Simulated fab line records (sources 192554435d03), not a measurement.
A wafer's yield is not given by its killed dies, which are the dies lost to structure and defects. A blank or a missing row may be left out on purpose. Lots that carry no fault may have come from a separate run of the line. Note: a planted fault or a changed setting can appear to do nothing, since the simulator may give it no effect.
Lot-split experiment :: flow n5-finfet :: route with 1938 steps; 7 lots, 39 wafers read

== THE SPLIT ==
At N5_SD_EPI_N_EPI_21 (deposits Si:P, time 690 s), the setting epi-growth-time-s was moved away from the recipe's 690 s on 12 of the 39 wafers read, by -9.0% to +5.9%. The other wafers ran this setting at the recipe's value.

== FROM THE SPLIT TO THE READING: what the file shows between them, 6 steps ==
- N5_SD_EPI_N_PRECLEAN_24: cleans in O3/DIW, time 60 s
- N5_SD_EPI_P_ETCH_36: etches SiARC in CF4, target depth 45.5 nm, time 75.8 s (also split here: bias-w)
- N5_SD_EPI_P_ETCH_37: etches SOC in N2/H2, overetch 108 nm, time 486 s
- N5_SD_EPI_P_STRIP_38: strips in N2/H2
- N5_SD_ACTIVATION_RTA_00: time 0 s
- N5_SD_ACTIVATION_LSA_01: time 0.0008 s

== THE READING ==
RS_SD_N, in ohm/sq, at N5_SD_ACTIVATION_RS_MEAS_03 (measures by four-point-probe). A value of 21.9 ohm/sq with a standard deviation of 0.37 ohm/sq is what fault-free wafers of this fab line usually give.

wafer: L074.1
tool, chamber at the split: epi-rpcvd-03, 0
epi-growth-time-s as run, s: 690
against the recipe: recipe
RS_SD_N, ohm/sq: 21.4
against lot-mates on the recipe: -

wafer: L074.2
tool, chamber at the split: epi-rpcvd-03, 0
epi-growth-time-s as run, s: 690
against the recipe: recipe
RS_SD_N, ohm/sq: 21.9
against lot-mates on the recipe: -

wafer: L074.3
tool, chamber at the split: epi-rpcvd-03, 0
epi-growth-time-s as run, s: 657.2
against the recipe: -4.8%
RS_SD_N, ohm/sq: 22.6
against lot-mates on the recipe: +1.0

wafer: L074.4
tool, chamber at the split: epi-rpcvd-03, 0
epi-growth-time-s as run, s: 690
against the recipe: recipe
RS_SD_N, ohm/sq: 21.6
against lot-mates on the recipe: -

wafer: L074.5
tool, chamber at the split: epi-rpcvd-03, 0
epi-growth-time-s as run, s: 657.2
against the recipe: -4.8%
RS_SD_N, ohm/sq: 22.8
against lot-mates on the recipe: +1.2

wafer: L074.6
tool, chamber at the split: epi-rpcvd-03, 0
epi-growth-time-s as run, s: 657.2
against the recipe: -4.8%
RS_SD_N, ohm/sq: 22.3
against lot-mates on the recipe: +0.7

wafer: L084.1
tool, chamber at the split: epi-rpcvd-03, 0
epi-growth-time-s as run, s: 690
against the recipe: recipe
RS_SD_N, ohm/sq: 21.7
against lot-mates on the recipe: -

wafer: L084.2
tool, chamber at the split: epi-rpcvd-03, 0
epi-growth-time-s as run, s: 690
against the recipe: recipe
RS_SD_N, ohm/sq: 22.1
against lot-mates on the recipe: -

wafer: L084.3
tool, chamber at the split: epi-rpcvd-03, 0
epi-growth-time-s as run, s: 690
against the recipe: recipe
RS_SD_N, ohm/sq: 22.0
against lot-mates on the recipe: -

wafer: L084.4
tool, chamber at the split: epi-rpcvd-03, 0
epi-growth-time-s as run, s: 690
against the recipe: recipe
RS_SD_N, ohm/sq: 21.7
against lot-mates on the recipe: -

wafer: L084.5
tool, chamber at the split: epi-rpcvd-03, 0
epi-growth-time-s as run, s: 690
against the recipe: recipe
RS_SD_N, ohm/sq: 21.8
against lot-mates on the recipe: -

wafer: L084.6
tool, chamber at the split: epi-rpcvd-03, 0
epi-growth-time-s as run, s: 690
against the recipe: recipe
RS_SD_N, ohm/sq: 21.7
against lot-mates on the recipe: -

wafer: L086.1
tool, chamber at the split: epi-rpcvd-03, 0
epi-growth-time-s as run, s: 690
against the recipe: recipe
RS_SD_N, ohm/sq: 21.8
against lot-mates on the recipe: -

wafer: L086.2
tool, chamber at the split: epi-rpcvd-03, 0
epi-growth-time-s as run, s: 667
against the recipe: -3.3%
RS_SD_N, ohm/sq: 23.0
against lot-mates on the recipe: +1.1

wafer: L086.3
tool, chamber at the split: epi-rpcvd-03, 0
epi-growth-time-s as run, s: 667
against the recipe: -3.3%
RS_SD_N, ohm/sq: 22.8
against lot-mates on the recipe: +0.9

wafer: L086.4
tool, chamber at the split: epi-rpcvd-03, 0
epi-growth-time-s as run, s: 690
against the recipe: recipe
RS_SD_N, ohm/sq: 22.0
against lot-mates on the recipe: -

wafer: L086.5
tool, chamber at the split: epi-rpcvd-03, 0
epi-growth-time-s as run, s: 690
against the recipe: recipe
RS_SD_N, ohm/sq: 21.9
against lot-mates on the recipe: -

wafer: L086.6
tool, chamber at the split: epi-rpcvd-03, 0
epi-growth-time-s as run, s: 667
against the recipe: -3.3%
RS_SD_N, ohm/sq: 22.1
against lot-mates on the recipe: +0.2

wafer: L087.1
tool, chamber at the split: epi-rpcvd-03, 0
epi-growth-time-s as run, s: 690
against the recipe: recipe
RS_SD_N, ohm/sq: 21.8
against lot-mates on the recipe: -

wafer: L087.2
tool, chamber at the split: epi-rpcvd-03, 0
epi-growth-time-s as run, s: 730.9
against the recipe: +5.9%
RS_SD_N, ohm/sq: 21.2
against lot-mates on the recipe: -0.7

wafer: L087.3
tool, chamber at the split: epi-rpcvd-03, 0
epi-growth-time-s as run, s: 690
against the recipe: recipe
RS_SD_N, ohm/sq: 21.9
against lot-mates on the recipe: -

wafer: L087.4
tool, chamber at the split: epi-rpcvd-03, 0
epi-growth-time-s as run, s: 690
against the recipe: recipe
RS_SD_N, ohm/sq: 22.0
against lot-mates on the recipe: -

wafer: L087.5
tool, chamber at the split: epi-rpcvd-03, 0
epi-growth-time-s as run, s: 730.9
against the recipe: +5.9%
RS_SD_N, ohm/sq: 21.3
against lot-mates on the recipe: -0.6

wafer: L087.6
tool, chamber at the split: epi-rpcvd-03, 0
epi-growth-time-s as run, s: 730.9
against the recipe: +5.9%
RS_SD_N, ohm/sq: 20.9
against lot-mates on the recipe: -1.0

wafer: L091.1
tool, chamber at the split: epi-rpcvd-03, 0
epi-growth-time-s as run, s: 690
against the recipe: recipe
RS_SD_N, ohm/sq: 21.9
against lot-mates on the recipe: -

wafer: L091.2
tool, chamber at the split: epi-rpcvd-03, 0
epi-growth-time-s as run, s: 690
against the recipe: recipe
RS_SD_N, ohm/sq: 21.9
against lot-mates on the recipe: -

wafer: L091.3
tool, chamber at the split: epi-rpcvd-03, 0
epi-growth-time-s as run, s: 690
against the recipe: recipe
RS_SD_N, ohm/sq: 22.0
against lot-mates on the recipe: -

wafer: L091.4
tool, chamber at the split: epi-rpcvd-03, 0
epi-growth-time-s as run, s: 690
against the recipe: recipe
RS_SD_N, ohm/sq: 21.8
against lot-mates on the recipe: -

wafer: L091.5
tool, chamber at the split: epi-rpcvd-03, 0
epi-growth-time-s as run, s: 690
against the recipe: recipe
RS_SD_N, ohm/sq: 22.1
against lot-mates on the recipe: -

wafer: L091.6
tool, chamber at the split: epi-rpcvd-03, 0
epi-growth-time-s as run, s: 690
against the recipe: recipe
RS_SD_N, ohm/sq: 21.7
against lot-mates on the recipe: -

wafer: L093.1
tool, chamber at the split: epi-rpcvd-03, 0
epi-growth-time-s as run, s: 690
against the recipe: recipe
RS_SD_N, ohm/sq: 21.9
against lot-mates on the recipe: -

wafer: L093.2
tool, chamber at the split: epi-rpcvd-03, 0
epi-growth-time-s as run, s: 690
against the recipe: recipe
RS_SD_N, ohm/sq: 21.6
against lot-mates on the recipe: -

wafer: L093.3
tool, chamber at the split: epi-rpcvd-03, 0
epi-growth-time-s as run, s: 627.9
against the recipe: -9.0%
RS_SD_N, ohm/sq: 23.1
against lot-mates on the recipe: +1.3

wafer: L093.4
tool, chamber at the split: epi-rpcvd-03, 0
epi-growth-time-s as run, s: 627.9
against the recipe: -9.0%
RS_SD_N, ohm/sq: 23.4
against lot-mates on the recipe: +1.6

wafer: L093.5
tool, chamber at the split: epi-rpcvd-03, 0
epi-growth-time-s as run, s: 690
against the recipe: recipe
RS_SD_N, ohm/sq: 22.0
against lot-mates on the recipe: -

wafer: L093.6
tool, chamber at the split: epi-rpcvd-03, 0
epi-growth-time-s as run, s: 627.9
against the recipe: -9.0%
RS_SD_N, ohm/sq: 23.4
against lot-mates on the recipe: +1.6

wafer: L095.1
tool, chamber at the split: epi-rpcvd-01, 0
epi-growth-time-s as run, s: 690
against the recipe: recipe
RS_SD_N, ohm/sq: 22.4
against lot-mates on the recipe: -

wafer: L095.2
tool, chamber at the split: epi-rpcvd-01, 0
epi-growth-time-s as run, s: 690
against the recipe: recipe
RS_SD_N, ohm/sq: 21.9
against lot-mates on the recipe: -

wafer: L095.5
tool, chamber at the split: epi-rpcvd-01, 0
epi-growth-time-s as run, s: 690
against the recipe: recipe
RS_SD_N, ohm/sq: 22.0
against lot-mates on the recipe: -

THE FIT
A straight line over all 39 wafers: RS_SD_N changes by -0.151 ohm/sq for each +1% of epi-growth-time-s; r = -0.91; the points scatter about the line by 0.23 ohm/sq.
The same after taking each lot's own level away (the mean of its wafers on the recipe; 39 wafers): -0.161 ohm/sq for each +1%; r = -0.93; scatter 0.21 ohm/sq.
The reading moves by 1.4 ohm/sq for the largest change in epi-growth-time-s, on that fit.
From 21.63 to 22.10 ohm/sq: that is the span of the lots' own levels, equal to 1.3 times the standard deviation above.
The two slopes are in agreement: the lot-to-lot level therefore moves the slope only a little.
Check: for one of the wafers moved furthest among these (-9.0%), held out of the fit, the line's prediction against its lot-mates is +1.54 ohm/sq. Against them it came out at +1.27 ohm/sq.

== THE OTHER SPLITS THESE WAFERS WENT THROUGH ==
Note: prior to the reading, these wafers also went through further splits. Each is held against what the fit with the lots' levels taken away leaves over:
other split on the same wafers: N5_WELL_APT_EXPOSE_05 dose-mj
wafers away from the commonest value: 15
r with RS_SD_N (lot level and that fit taken away): -0.29

other split on the same wafers: N5_PMOS_HMC_CHANNEL_EPI_FIN_RECESS_16 time-s
wafers away from the commonest value: 15
r with RS_SD_N (lot level and that fit taken away): +0.00

other split on the same wafers: N5_DUMMY_GATE_HM_DEP_06 target-thk-a
wafers away from the commonest value: 30
r with RS_SD_N (lot level and that fit taken away): +0.06

other split on the same wafers: N5_DUMMY_GATE_ETCH_37 source-w
wafers away from the commonest value: 18
r with RS_SD_N (lot level and that fit taken away): +0.05

other split on the same wafers: N5_SD_EPI_P_ETCH_36 bias-w
wafers away from the commonest value: 18
r with RS_SD_N (lot level and that fit taken away): -0.03

== THE WHOLE CHAIN: every reading that the file lists as answering this split, in the file's order ==
step: N5_SD_EPI_N_EPI_21
what it does: deposits Si:P, time 690 s
reading: Si-P_of_SD_EPI_N_EPI_21.thk-nm (the simulator's own value, which no gauge read)
change (the file's fit): +0.424 nm for each +1% of the setting
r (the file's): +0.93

step: N5_SD_EPI_N_PRECLEAN_24
what it does: cleans in O3/DIW, time 60 s
reading: Si-P_of_SD_EPI_N_EPI_21.thk-nm (the simulator's own value, which no gauge read)
change (the file's fit): +0.414 nm for each +1% of the setting
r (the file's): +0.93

step: N5_SD_ACTIVATION_RS_MEAS_03
what it does: measures by four-point-probe
reading: RS_SD_N
change (the file's fit): -0.166 for each +1% of the setting
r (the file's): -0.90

== THE FILE'S OWN FIT ==
RS_SD_N changes by -0.166 ohm/sq for each +1% of epi-growth-time-s, r = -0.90.
